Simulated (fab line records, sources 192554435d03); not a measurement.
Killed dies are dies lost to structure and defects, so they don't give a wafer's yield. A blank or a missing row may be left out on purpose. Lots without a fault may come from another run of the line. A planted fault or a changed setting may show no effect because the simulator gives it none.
Chamber matching | flow n5_finfet | N5_BEOL_M0_SAQP_PECVD_96 on pecvd-01: 3 sister chambers
The step deposits a-Si from SiH4/He, target thk 45 nm, time 45.2 s. 6 wafers are shown with their chamber, then 8 later ones without.

WAFERS WITH THEIR CHAMBER
wafer  | chamber | throttle_valve_pct (%) | showerhead_plenum_p_Torr (Torr)
L076.3 | 2       | 18.4                   | 5.66
L084.3 | 0       | 16.9                   | 5.67
L085.3 | 0       | 17.1                   | 5.68
L085.5 | 1       | 19.8                   | 5.63
L085.6 | 2       | 18.4                   | 5.66
L086.1 | 1       | 19.6                   | 5.63

WAFERS WITHOUT THEIR CHAMBER
wafer  | throttle_valve_pct (%) | showerhead_plenum_p_Torr (Torr)
L086.2 | 18.7                   | 5.65
L086.5 | 18.3                   | 5.65
L087.2 | 19.7                   | 5.62
L087.4 | 18.6                   | 5.64
L087.6 | 17.0                   | 5.65
L093.3 | 17.2                   | 5.66
L093.4 | 19.5                   | 5.63
L093.5 | 19.5                   | 5.61

WHICH CHAMBER EACH WENT THROUGH
wafer  | from the rows above | in truth
L086.2 | 2                   | 2
L086.5 | 2                   | 2
L087.2 | 1                   | 1
L087.4 | 2                   | 2
L087.6 | 0                   | 0
L093.3 | 0                   | 0
L093.4 | 1                   | 1
L093.5 | 1                   | 1
Placed correctly: 8 of 8. Can't be placed from these rows: 0. Placed wrongly: 0.
How it was worked out, from the rows above alone: a wafer's distance from a chamber is the root of the sum, over the readings, of the square of ((its reading less the chamber's mean) divided by the reading's scatter). The wafer belongs to the nearest chamber; if the next one is less than 2 further off, it can't be placed. A chamber's mean is the mean of its shown wafers. The scatter: the root of (the sum of the squares of (reading less its chamber's mean) over the shown wafers, divided by (wafers less chambers)).
